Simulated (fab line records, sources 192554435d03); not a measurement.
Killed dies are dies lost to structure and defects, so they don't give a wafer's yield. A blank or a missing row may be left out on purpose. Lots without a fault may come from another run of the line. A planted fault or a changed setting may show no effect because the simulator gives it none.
A struck lot beside a sound one | flow n5_finfet | 14 steps out of a route of 1938
Sound: wafers L597.1, L597.2, L597.4. Struck: wafer L602.6. (L602.2, L602.4 of the same lot were not struck and are left out.) The cause comes at the end.
At each step with rows: each side's tool, then ch and its chambers, then its first start. Under that, the readings that differ: sound wafers | struck wafers | difference of the means | sigmas: that difference in standard deviations of wafers without a fault.
alike: readings whose means differ by less than 2 such deviations, and words and numbers that are the same on both sides. not compared: withheld readings, readings that some wafer has no value for, bounds like >300 that may hide the same value, and numbers for which the record gives no deviation and whose values overlap.
The two part at a step that has a row with sigmas, a row that says differs or no value, or rows on one side only. Numbers that don't overlap but have no deviation are shown without sigmas and don't part them. A reading that every wafer of one side lacks parts them only if that side has two wafers or more.

first, 1 step without rows for these wafers: N5_BEOL_M9_STRIP_80 (strips in N2/H2, time 10 s).
N5_BEOL_M9_OCD_MEAS_38:
  sound on ocd-02, day 12 10:29; struck on ocd-02, day 13 06:47
  alike: trench_depth_nm
then, 4 steps without rows for these wafers: N5_BEOL_M9_HM_STRIP_39 (strips TiN in peroxide tin strip, target depth 25 nm, time 158 s); N5_BEOL_M9_SRD_40 (time 30 s); N5_BEOL_M9_PRECLEAN_42 (cleans in residue remover, time 60 s); N5_BEOL_M9_SRD_43 (time 30 s).
N5_BEOL_M9_CD_MEAS_35: target cd 70 nm, target cd y 40 nm.
  sound on cd_sem-03, day 12 10:38; struck on cd_sem-01, day 13 06:57
  alike: cd_nm
then, 1 step without rows for these wafers: N5_BEOL_M9_CURE_72 (cures SiCOH lowk, time 120 s).
N5_BEOL_M9_DEGAS_44: time 60 s.
  sound on pvd_sputter-01, day 12 11:10; struck on pvd_sputter-02, day 13 07:46
  alike: heater_power_w
N5_BEOL_M9_PRE_CLEAN_45: time 30 s.
  sound on pvd_sputter-01, day 12 11:12; struck on pvd_sputter-02, day 13 07:49
  alike: heater_power_w
N5_BEOL_M9_ALD_74: deposits TaN, target thk 2 nm, pulse time 2 s, purge time 3 s.
  sound on ald_metal-03 ch 0,1,3, day 12 11:18; struck on ald_metal-03 ch 0, day 13 07:52
  alike: heater_power_w
N5_BEOL_M9_SURFACE_TREAT_79:
  sound on pvd_sputter-02, day 12 11:39; struck on pvd_sputter-02, day 13 08:10
  not compared: throttle_valve_pct
N5_BEOL_M9_CVD_78: deposits Co from CCTBA/H2, target thk 2 nm, time 138.9 s.
  sound on cvd_co-01 ch 0,1, day 12 11:45; struck on cvd_co-01 ch 1, day 13 08:17
  reading          | sound             | struck | difference | sigmas
  run_length_s (s) | 161.9 161.4 161.6 | 121.4  | -40.2      | -57
N5_BEOL_M9_SPUTTER_48: material Cu, target thk 12 nm, time 2 s.
  sound on pvd_sputter-03, day 12 11:54; struck on pvd_sputter-02, day 13 08:24
  reading                | sound          | struck | difference | sigmas
  throttle_valve_pct (%) | 30.1 30.9 29.6 | 28.0   | -2.2       | -2
  alike: chuck_gas_flow_sccm

WHERE THEY PART
First at N5_BEOL_M9_CVD_78; last, within this record, at N5_BEOL_M9_SPUTTER_48.

WHY: what the simulator had put in
Process parameter drift: cvd_co-01, from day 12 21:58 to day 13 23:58, at N5_BEOL_M9_CVD_78. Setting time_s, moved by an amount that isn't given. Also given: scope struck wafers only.
